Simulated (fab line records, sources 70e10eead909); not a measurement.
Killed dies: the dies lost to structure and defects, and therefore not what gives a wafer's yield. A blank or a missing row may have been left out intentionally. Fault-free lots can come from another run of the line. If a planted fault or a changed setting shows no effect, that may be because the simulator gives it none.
The tool behind it: which one? ; flow nand harc ; 12 lots, 36 wafers sampled, at 7 steps of a route of 1302

WHAT EACH GAUGE READ, for each wafer
NHARC_A_ONON_D1_THK_MEAS_27: measures by ellipsometry. Usual: thk nm reads 1001 nm (standard deviation 9.6).
lot;measured;on;thk nm (nm);flag
L920;day 8 08:41;film metro-01;1012 1012 1013;
L924;day 9 22:31;film metro-02;1018 1017 1018;
L925;day 10 05:14;film metro-01;990 990 989;
L933;day 13 13:34;film metro-02;1002 1001 1000;
L935;day 14 07:41;film metro-01;1021 1020 1022;
L934;day 14 07:41;film metro-02;999 1002 1002;
L937;day 15 03:49;film metro-02;991 991 991;
L936;day 15 03:49;film metro-01;1013 1014 1013;
L939;day 16 04:08;film metro-01;1003 1003 1003;
L940;day 16 17:47;film metro-01;1005 1005 1005;
L941;day 16 18:02;film metro-01;999 998 999;
L942;day 17 13:01;film metro-02;988 989 988;

NHARC_A_ONON_D1_INSPECT_32. Usual: raw defect count reads 62 (standard deviation 18).
lot;measured;on;raw defect count;flag
L920;day 8 09:48;defect inspect-02;70 107 62;
L924;day 9 23:38;defect inspect-01;75 54 61;
L925;day 10 06:21;defect inspect-02;100 69 47;
L933;day 13 14:49;defect inspect-02;68 59 73;
L935;day 14 09:46;defect inspect-01;38 29 40;
L934;day 14 10:02;defect inspect-01;74 47 65;
L937;day 15 04:56;defect inspect-01;62 38 44;
L936;day 15 04:57;defect inspect-02;77 121 73;
L939;day 16 05:20;defect inspect-01;70 57 57;
L940;day 16 18:53;defect inspect-02;52 43 41;
L941;day 16 19:12;defect inspect-02;48 69 44;
L942;day 17 14:08;defect inspect-01;95 49 29;

NHARC_A_CHANNEL_HOLE_D1_INSPECT_12. Usual: raw defect count reads 4.9 (standard deviation 2.6).
lot;measured;on;raw defect count;flag
L920;day 8 12:31;defect inspect-01;5 8 6;
L924;day 10 02:28;defect inspect-02;336 302 305;OFF
L925;day 10 09:40;defect inspect-02;345 360 314;OFF
L933;day 13 20:22;defect inspect-02;5 9 9;
L935;day 14 12:37;defect inspect-02;3 5 3;
L934;day 14 12:50;defect inspect-02;6 1 4;
L937;day 15 07:38;defect inspect-02;4 1 4;
L936;day 15 07:56;defect inspect-01;7 5 4;
L939;day 16 08:13;defect inspect-02;6 2 3;
L940;day 16 23:34;defect inspect-02;1 3 6;
L941;day 17 00:53;defect inspect-02;3 7 5;
L942;day 17 16:53;defect inspect-01;5 5 2;

NHARC_A_CHANNEL_HOLE_D1_INSPECT_40. Usual: raw defect count reads 79 (standard deviation 29).
lot;measured;on;raw defect count;flag
L920;day 8 19:28;defect inspect-01;33 39 55;
L924;day 10 09:23;defect inspect-02;432 394 403;OFF
L925;day 10 18:38;defect inspect-02;402 432 368;OFF
L933;day 14 04:47;defect inspect-01;126 103 94;
L935;day 14 19:32;defect inspect-01;50 67 62;
L934;day 14 23:13;defect inspect-01;116 95 115;
L937;day 15 14:41;defect inspect-02;108 87 104;
L936;day 15 15:13;defect inspect-02;56 80 106;
L939;day 16 17:42;defect inspect-02;148 111 104;
L940;day 17 09:58;defect inspect-01;83 69 57;
L941;day 17 14:17;defect inspect-02;69 61 52;
L942;day 18 00:13;defect inspect-02;70 65 53;

NHARC_END_SORT_01. Usual: killed at array 55, standard deviation 17; killed at other 0.9, standard deviation 1.2; killed at periphery 3.7, standard deviation 2.5; killed dies 59, standard deviation 18; killed open 3.4, standard deviation 1.9; killed short 2.6, standard deviation 1.6.
lot;measured;on;killed at array;killed at other;killed at periphery;killed dies;killed open;killed short;flag
L924;day 27 14:11;prober-02;122 105 110;0 0 0;3 2 1;125 107 111;3 3 10;3 1 2;OFF
L925;day 27 01:24;prober-01;94 98 91;0 0 0;2 3 1;96 101 92;0 5 6;4 4 3;
L936;day 31 19:11;prober-01;60 38 50;2 0 1;7 5 8;69 43 59;7 6 4;1 2 4;
L939;day 32 01:34;prober-02;89 72 82;1 0 0;5 1 5;95 73 87;5 0 5;8 4 6;
L941;day 33 10:50;prober-02;31 40 35;2 2 4;5 1 2;38 43 41;5 4 4;2 0 3;

WHAT TOOL EACH LOT RAN ON (gives the tool, then ch and the chambers of the sampled wafers, and finally the start)
lot;NHARC_A_CHANNEL_HOLE_D1_DEP_00;NHARC_A_CHANNEL_HOLE_D1_ETCH_19
L920;acl dep-03 ch 0, day 8 09:52;har etch-01 ch 0,1, day 8 13:46
L924;acl dep-03 ch 0, day 10 00:39;har etch-02 ch 0,1, day 10 03:46
L925;acl dep-03 ch 0, day 10 07:31;har etch-01 ch 0,1, day 10 12:58
L933;acl dep-02 ch 0, day 13 17:31;har etch-02 ch 0,1, day 13 23:04
L935;acl dep-02 ch 0, day 14 10:08;har etch-01 ch 0,1, day 14 13:52
L934;acl dep-03 ch 0, day 14 10:44;har etch-02 ch 0,1, day 14 17:34
L937;acl dep-02 ch 0, day 15 05:19;har etch-02 ch 0, day 15 09:01
L936;acl dep-03 ch 0, day 15 05:01;har etch-01 ch 0,1, day 15 09:27
L939;acl dep-01 ch 0, day 16 06:04;har etch-02 ch 0,1, day 16 11:54
L940;acl dep-02 ch 0, day 16 20:57;har etch-01 ch 1, day 17 04:17
L941;acl dep-03 ch 0, day 16 22:06;har etch-01 ch 0,1, day 17 08:26
L942;acl dep-02 ch 0, day 17 15:10;har etch-01 ch 0,1, day 17 18:22
- NHARC_A_CHANNEL_HOLE_D1_DEP_00: deposits aC, target thk 3100 nm.
- NHARC_A_CHANNEL_HOLE_D1_ETCH_19: etches the open film in C4F8/O2/Ar, time 34.5 s.

WHAT THE TOOLS THEMSELVES READ (means of the sampled wafers that have a number; where no wafer has one, the mark that the record gives instead)
NHARC_A_CHANNEL_HOLE_D1_DEP_00. Usual: throttle valve pct reads 34.998 % (standard deviation 0.0086).
lot;tool;throttle valve pct (%);flag
L920;acl dep-03;35.000;
L924;acl dep-03;34.987;
L925;acl dep-03;34.993;
L933;acl dep-02;35.001;
L935;acl dep-02;34.998;
L934;acl dep-03;35.004;
L937;acl dep-02;34.995;
L936;acl dep-03;34.997;
L939;acl dep-01;35.004;
L940;acl dep-02;34.990;
L941;acl dep-03;34.992;
L942;acl dep-02;34.990;

NHARC_A_CHANNEL_HOLE_D1_ETCH_19. Usual: drypump motor current A 6.00 A, standard deviation 0.28; rf fwd power W 2452 W, standard deviation 14; showerhead plenum p Torr 3.73 Torr, standard deviation 0.062; temp c -20.00 C, standard deviation 0.092; throttle valve pct 37.038 %, standard deviation 0.0089.
lot;tool;drypump motor current A (A);rf fwd power W (W);showerhead plenum p Torr (Torr);temp c (C);throttle valve pct (%);flag
L920;har etch-01;6.17;2453;3.78;-20.01;37.033;
L924;har etch-02;5.97;2441;3.71;-19.93;37.031;
L925;har etch-01;6.17;2462;3.76;-20.10;37.032;
L933;har etch-02;5.94;2446;3.68;-19.94;37.038;
L935;har etch-01;6.16;2454;3.73;-19.94;37.033;
L934;har etch-02;5.96;2443;3.68;-19.88;37.034;
L937;har etch-02;5.53;2432;3.76;-19.96;37.042;
L936;har etch-01;6.17;2463;3.72;-20.00;37.031;
L939;har etch-02;5.76;2443;3.71;-19.95;37.031;
L940;har etch-01;6.18;2466;3.71;-19.92;37.035;
L941;har etch-01;6.18;2466;3.71;-20.02;37.040;
L942;har etch-01;6.17;2463;3.70;-20.00;37.034;

THE ANSWER, worked out from the rows above alone
Rule: a lot counts as off when the mean over its wafers that have a number is more than 3 standard deviations away from the usual mean. Also off: a lot with no number at a reading for which 4 or more lots have one. The other lots that the step has rows for count as sound. First the gauges in route order, then the tools' own readings, where a lot's mean is used as printed above. At the first step where some lot is off, the reading lying furthest off is the one used; lots without a number count as furthest.
Off, at NHARC_A_CHANNEL_HOLE_D1_INSPECT_12 on raw defect count: L924, L925.
A tool fits if, at a process step before that reading, it ran every lot that is off, and no sound lot after the first of them. Gauges at NHARC_A_CHANNEL_HOLE_D1_INSPECT_12: tried the same way as those tools. None of those tried fits.

WHAT THE SIMULATOR HAD PUT IN
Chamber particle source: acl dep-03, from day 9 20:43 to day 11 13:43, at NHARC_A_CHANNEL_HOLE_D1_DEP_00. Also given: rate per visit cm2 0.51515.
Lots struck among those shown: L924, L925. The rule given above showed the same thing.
